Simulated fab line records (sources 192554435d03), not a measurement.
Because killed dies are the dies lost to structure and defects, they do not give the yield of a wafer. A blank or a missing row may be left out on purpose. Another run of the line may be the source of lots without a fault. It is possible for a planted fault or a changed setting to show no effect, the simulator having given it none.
Which tool is to blame? -- flow n5Finfet -- Sampling: 24 lots, 72 wafers, 6 of 1938 route steps

== WHAT THE GAUGES READ, wafer by wafer ==
Not one reading of a measure or inspect step in the record can be checked against a usual standard deviation.

== WHAT TOOL EACH LOT RAN ON (gives the tool, then ch and the chambers of the sampled wafers, and finally the start) ==
lot,N5_BEOL_M5_VIA_ETCH_34,N5_BEOL_M5_ANNEAL_49,N5_BEOL_M5_ANNEAL_89,N5_BEOL_M5_ANNEAL_51,N5_BEOL_M5_CMP_52,N5_BEOL_M5_DEP_56
L074,"rieDiel-06 ch 0,2,3, day 7 21:04","pvdSputter-02, day 7 23:38","pvdSputter-02, day 8 02:53","rtpAnneal-02 ch 0, day 8 04:09","cmp-01 ch 1,2,3, day 8 04:25","pecvd-03 ch 0,1, day 8 04:54"
L076,"rieDiel-06 ch 2,3, day 8 02:53","pvdSputter-03, day 8 05:16","pvdSputter-03, day 8 08:31","rtpAnneal-02 ch 0, day 8 09:49","cmp-01 ch 0,2,3, day 8 10:04","pecvd-01 ch 1,2, day 8 10:35"
L075,"rieDiel-06 ch 0,2,3, day 8 12:09","pvdSputter-03, day 8 15:05","pvdSputter-03, day 8 18:21","rtpAnneal-02 ch 0, day 8 19:41","cmp-04 ch 1,2, day 8 19:57","pecvd-01 ch 0,1,2, day 8 20:35"
L077,"rieDiel-05 ch 0,1, day 9 03:56","pvdSputter-03, day 9 05:32","pvdSputter-03, day 9 08:47","rtpAnneal-01 ch 0, day 9 10:08","cmp-01 ch 2,3, day 9 10:20","pecvd-01 ch 0,1,2, day 9 10:48"
L078,"rieDiel-03 ch 0,1,3, day 9 14:16","pvdSputter-02, day 9 15:49","pvdSputter-02, day 9 19:04","rtpAnneal-02 ch 0, day 9 20:17","cmp-01 ch 0,1,3, day 9 20:37","pecvd-02 ch 0,1, day 9 21:04"
L079,"rieDiel-06 ch 1,2,3, day 9 22:56","pvdSputter-03, day 10 01:22","pvdSputter-03, day 10 04:38","rtpAnneal-02 ch 0, day 10 06:00","cmp-04 ch 1,2,3, day 10 06:23","pecvd-02 ch 0,1, day 10 06:46"
L080,"rieDiel-06 ch 1,3, day 10 05:07","pvdSputter-03, day 10 06:56","pvdSputter-03, day 10 10:12","rtpAnneal-01 ch 0, day 10 11:28","cmp-01 ch 0,1,3, day 10 11:47","pecvd-02 ch 0,1, day 10 12:13"
L083,"rieDiel-05 ch 0,2,3, day 10 13:47","pvdSputter-02, day 10 17:24","pvdSputter-02, day 10 20:40","rtpAnneal-02 ch 0, day 10 21:55","cmp-01 ch 0,2,3, day 10 22:13","pecvd-01 ch 1,2, day 10 22:40"
L082,"rieDiel-03 ch 2,3, day 11 00:02","pvdSputter-03, day 11 02:55","pvdSputter-03, day 11 06:11","rtpAnneal-01 ch 0, day 11 07:26","cmp-03 ch 1,2,3, day 11 07:43","pecvd-02 ch 0,1,2, day 11 08:10"
L081,"rieDiel-05 ch 0,1,2, day 11 01:38","pvdSputter-02, day 11 03:15","pvdSputter-02, day 11 06:31","rtpAnneal-02 ch 0, day 11 07:49","cmp-01 ch 0,1,3, day 11 08:07","pecvd-02 ch 0,1, day 11 08:31"
L084,"rieDiel-03 ch 0,1,2, day 11 10:12","pvdSputter-01, day 11 13:28","pvdSputter-01, day 11 16:44","rtpAnneal-01 ch 0, day 11 18:16","cmp-03 ch 0,2,3, day 11 18:31","pecvd-01 ch 0,1, day 11 19:01"
L085,"rieDiel-05 ch 1,2,3, day 11 20:59","pvdSputter-01, day 12 00:23","pvdSputter-01, day 12 03:38","rtpAnneal-02 ch 0, day 12 04:51","cmp-03 ch 0,1,3, day 12 05:17","pecvd-03 ch 0,1,2, day 12 05:46"
L086,"rieDiel-06 ch 0,3, day 12 03:15","pvdSputter-01, day 12 05:06","pvdSputter-01, day 12 08:22","rtpAnneal-01 ch 0, day 12 10:15","cmp-04 ch 1,2, day 12 10:27","pecvd-02 ch 0,1,2, day 12 10:57"
L089,"rieDiel-06 ch 0,1,3, day 12 07:44","pvdSputter-02, day 12 09:44","pvdSputter-02, day 12 13:00","rtpAnneal-02 ch 0, day 12 14:18","cmp-03 ch 0,3, day 12 14:33","pecvd-01 ch 0,2, day 12 15:00"
L087,"rieDiel-05 ch 0,3, day 12 12:03","pvdSputter-03, day 12 13:46","pvdSputter-03, day 12 17:01","rtpAnneal-02 ch 0, day 12 18:28","cmp-04 ch 0,1,3, day 12 18:43","pecvd-01 ch 0,2, day 12 19:12"
L088,"rieDiel-05 ch 1,2,3, day 12 16:10","pvdSputter-02, day 12 18:13","pvdSputter-02, day 12 21:29","rtpAnneal-01 ch 0, day 12 22:44","cmp-03 ch 0,2,3, day 12 23:02","pecvd-03 ch 0,1, day 12 23:29"
L090,"rieDiel-06 ch 0,1,3, day 12 21:01","pvdSputter-02, day 12 22:39","pvdSputter-02, day 13 01:55","rtpAnneal-02 ch 0, day 13 03:10","cmp-04 ch 0,1,2, day 13 03:25","pecvd-03 ch 0,1, day 13 03:55"
L092,"rieDiel-03 ch 0,3, day 13 00:14","pvdSputter-03, day 13 02:05","pvdSputter-03, day 13 05:21","rtpAnneal-01 ch 0, day 13 06:36","cmp-01 ch 0,2,3, day 13 06:58","pecvd-01 ch 0,1, day 13 07:20"
L093,"rieDiel-06 ch 0,2, day 13 03:21","pvdSputter-01, day 13 05:27","pvdSputter-01, day 13 08:43","rtpAnneal-01 ch 0, day 13 09:55","cmp-04 ch 0,2,3, day 13 10:17","pecvd-03 ch 0,1, day 13 10:43"
L091,"rieDiel-03 ch 0,3, day 13 09:14","pvdSputter-03, day 13 10:55","pvdSputter-03, day 13 14:10","rtpAnneal-02 ch 0, day 13 15:23","cmp-01 ch 0,1, day 13 15:43","pecvd-02 ch 0,1,2, day 13 16:23"
L094,"rieDiel-03 ch 1,2,3, day 13 21:47","pvdSputter-03, day 13 23:38","pvdSputter-03, day 14 02:53","rtpAnneal-01 ch 0, day 14 04:06","cmp-03 ch 0,2,3, day 14 04:24","pecvd-03 ch 0,1,2, day 14 04:53"
L095,"rieDiel-05 ch 0,2,3, day 14 01:23","pvdSputter-01, day 14 02:57","pvdSputter-01, day 14 06:13","rtpAnneal-01 ch 0, day 14 07:28","cmp-03 ch 2,3, day 14 07:44","pecvd-01 ch 0,1, day 14 08:13"
L097,"rieDiel-05 ch 1,2,3, day 14 15:18","pvdSputter-03, day 14 17:05","pvdSputter-03, day 14 20:20","rtpAnneal-01 ch 0, day 14 21:33","cmp-03 ch 0,2, day 14 21:50","pecvd-03 ch 1,2, day 14 22:28"
L096,"rieDiel-06 ch 1,2,3, day 14 23:49","pvdSputter-02, day 15 01:49","pvdSputter-02, day 15 05:04","rtpAnneal-01 ch 0, day 15 06:25","cmp-03 ch 2,3, day 15 06:37","pecvd-01 ch 0,1,2, day 15 07:08"
- N5_BEOL_M5_VIA_ETCH_34: etches SiCOH lowk in C4F6/O2, target depth 88.3 nm, time 39.2 s.
- N5_BEOL_M5_ANNEAL_49: time 1800 s.
- N5_BEOL_M5_ANNEAL_89: time 1800 s.
- N5_BEOL_M5_ANNEAL_51: time 90 s.
- N5_BEOL_M5_CMP_52: polishes, stops on SiCOH lowk, t overpolish 6.9 s, target thk 62 nm.
- N5_BEOL_M5_DEP_56: deposits SiCN from 3MS/NH3, target thk 8 nm, time 14 s.

== WHAT THE TOOLS THEMSELVES READ (means of the sampled wafers that have a number; where no wafer has one, the mark that the record gives instead) ==
N5_BEOL_M5_VIA_ETCH_34.
lot,tool,drypumpMotorCurrentA (A),oesProductAu (a.u.),rfVppV (V),showerheadPlenumPTorr (Torr),throttleValvePct (%)
L074,rieDiel-06,5.5,0.74,662,2.83,21.08
L076,rieDiel-06,5.4,0.72,662,2.82,21.11
L075,rieDiel-06,5.5,0.73,662,2.83,21.09
L077,rieDiel-05,4.9,0.81,667,2.79,20.82
L078,rieDiel-03,5.6,0.82,662,2.84,20.83
L079,rieDiel-06,5.6,0.90,665,2.90,20.84
L080,rieDiel-06,5.3,0.96,664,2.87,20.77
L083,rieDiel-05,5.4,0.75,666,2.85,21.03
L082,rieDiel-03,5.7,0.71,665,2.91,20.85
L081,rieDiel-05,5.2,0.77,665,2.81,21.02
L084,rieDiel-03,5.7,0.79,666,2.87,20.67
L085,rieDiel-05,5.4,0.79,672,2.83,20.89
L086,rieDiel-06,5.3,0.78,659,2.81,21.06
L089,rieDiel-06,5.4,0.85,663,2.88,20.92
L087,rieDiel-05,5.1,0.69,665,2.83,21.04
L088,rieDiel-05,5.4,0.79,672,2.83,20.88
L090,rieDiel-06,5.4,0.84,663,2.87,20.92
L092,rieDiel-03,5.9,0.83,658,2.81,20.82
L093,rieDiel-06,5.5,0.72,659,2.83,21.13
L091,rieDiel-03,5.9,0.82,658,2.81,20.83
L094,rieDiel-03,5.5,0.73,665,2.88,20.88
L095,rieDiel-05,5.4,0.73,667,2.84,21.06
L097,rieDiel-05,5.4,0.77,671,2.82,20.91
L096,rieDiel-06,5.5,0.83,664,2.88,20.89

N5_BEOL_M5_ANNEAL_49.
lot,tool,heaterPowerW (W)
L074,pvdSputter-02,852
L076,pvdSputter-03,814
L075,pvdSputter-03,804
L077,pvdSputter-03,826
L078,pvdSputter-02,773
L079,pvdSputter-03,864
L080,pvdSputter-03,848
L083,pvdSputter-02,776
L082,pvdSputter-03,855
L081,pvdSputter-02,767
L084,pvdSputter-01,781
L085,pvdSputter-01,766
L086,pvdSputter-01,768
L089,pvdSputter-02,675
L087,pvdSputter-03,846
L088,pvdSputter-02,859
L090,pvdSputter-02,856
L092,pvdSputter-03,838
L093,pvdSputter-01,834
L091,pvdSputter-03,846
L094,pvdSputter-03,855
L095,pvdSputter-01,770
L097,pvdSputter-03,821
L096,pvdSputter-02,861

N5_BEOL_M5_ANNEAL_89.
lot,tool,heaterPowerW (W)
L074,pvdSputter-02,858
L076,pvdSputter-03,807
L075,pvdSputter-03,818
L077,pvdSputter-03,816
L078,pvdSputter-02,784
L079,pvdSputter-03,853
L080,pvdSputter-03,829
L083,pvdSputter-02,786
L082,pvdSputter-03,852
L081,pvdSputter-02,764
L084,pvdSputter-01,783
L085,pvdSputter-01,761
L086,pvdSputter-01,777
L089,pvdSputter-02,670
L087,pvdSputter-03,833
L088,pvdSputter-02,864
L090,pvdSputter-02,857
L092,pvdSputter-03,837
L093,pvdSputter-01,827
L091,pvdSputter-03,847
L094,pvdSputter-03,874
L095,pvdSputter-01,778
L097,pvdSputter-03,816
L096,pvdSputter-02,865

N5_BEOL_M5_ANNEAL_51.
lot,tool,wafer_temp_C_max
L074,rtpAnneal-02,226.9
L076,rtpAnneal-02,226.6
L075,rtpAnneal-02,226.7
L077,rtpAnneal-01,226.2
L078,rtpAnneal-02,226.8
L079,rtpAnneal-02,226.9
L080,rtpAnneal-01,226.1
L083,rtpAnneal-02,226.6
L082,rtpAnneal-01,226.0
L081,rtpAnneal-02,226.5
L084,rtpAnneal-01,225.8
L085,rtpAnneal-02,226.7
L086,rtpAnneal-01,226.0
L089,rtpAnneal-02,226.9
L087,rtpAnneal-02,226.6
L088,rtpAnneal-01,226.3
L090,rtpAnneal-02,226.3
L092,rtpAnneal-01,226.1
L093,rtpAnneal-01,226.1
L091,rtpAnneal-02,226.7
L094,rtpAnneal-01,226.4
L095,rtpAnneal-01,226.0
L097,rtpAnneal-01,226.0
L096,rtpAnneal-01,226.6

N5_BEOL_M5_CMP_52.
lot,tool,barrierFieldEndpointS (s),clearingPlatenDownForcePsi (psi),motorCurrentA (A),overpolishRunS (s),timeToEndpointS (s)
L074,cmp-01,24.4,1.497,6.0,6.897,61
L076,cmp-01,24.5,1.499,5.9,6.902,62
L075,cmp-04,24.9,1.501,6.0,6.897,64
L077,cmp-01,24.3,1.495,5.5,6.891,57
L078,cmp-01,24.8,1.498,6.1,6.905,62
L079,cmp-04,24.6,1.499,5.9,6.893,65
L080,cmp-01,24.8,1.498,5.9,6.906,63
L083,cmp-01,24.1,1.501,5.8,6.903,58
L082,cmp-03,25.4,1.500,6.2,6.908,68
L081,cmp-01,23.8,1.502,6.1,6.902,61
L084,cmp-03,25.7,1.502,6.5,6.902,67
L085,cmp-03,24.4,1.501,5.9,6.891,64
L086,cmp-04,24.5,1.500,5.9,6.896,63
L089,cmp-03,25.2,1.498,6.5,6.910,69
L087,cmp-04,25.2,1.503,6.1,6.905,62
L088,cmp-03,25.6,1.500,6.4,6.902,63
L090,cmp-04,24.5,1.498,6.0,6.898,61
L092,cmp-01,24.0,1.503,5.9,6.904,59
L093,cmp-04,25.5,1.502,6.1,6.904,63
L091,cmp-01,24.2,1.502,6.5,6.901,59
L094,cmp-03,24.9,1.501,6.2,6.892,62
L095,cmp-03,24.8,1.495,6.6,6.908,62
L097,cmp-03,24.8,1.501,5.7,6.899,63
L096,cmp-03,25.4,1.497,6.7,6.891,65

N5_BEOL_M5_DEP_56.
lot,tool,showerheadPlenumPTorr (Torr),throttleValvePct (%)
L074,pecvd-03,3.665,9.8
L076,pecvd-01,3.663,9.2
L075,pecvd-01,3.663,8.9
L077,pecvd-01,3.657,8.9
L078,pecvd-02,3.666,9.1
L079,pecvd-02,3.660,8.9
L080,pecvd-02,3.658,9.2
L083,pecvd-01,3.664,9.1
L082,pecvd-02,3.656,9.1
L081,pecvd-02,3.667,9.1
L084,pecvd-01,3.653,8.7
L085,pecvd-03,3.665,9.4
L086,pecvd-02,3.651,8.8
L089,pecvd-01,3.659,8.7
L087,pecvd-01,3.652,8.6
L088,pecvd-03,3.663,9.6
L090,pecvd-03,3.660,9.6
L092,pecvd-01,3.658,9.1
L093,pecvd-03,3.664,9.7
L091,pecvd-02,3.657,8.9
L094,pecvd-03,3.664,9.4
L095,pecvd-01,3.648,9.0
L097,pecvd-03,3.669,9.2
L096,pecvd-01,3.658,8.9

== THE ANSWER, worked out from the rows above alone ==
Rule: usual is defined by the lots themselves. The widest of any qualifying gaps counts: lots, ordered by their means at a reading, are off when they make up no more than a third of the lots, leave a main group of 4 or more, and stand apart from it by 3 or more times the standard deviation of that group's means. If all means in a main group match to the digits the tables above print for the reading, that group is not used. A lot without any number at a reading at which 4 lots or more have one is off too. The other lots that the step has rows for count as sound. The gauges are gone through in route order, then the tools' own readings, and for those a lot's mean is taken as printed above. The first step at which some lot is off is used, and at that step the reading that is off furthest; a lot without a number counts as furthest.
Across all readings shown, no lot is off: no conclusion can be drawn from this.

== WHAT WAS PUT IN BY THE SIMULATOR ==
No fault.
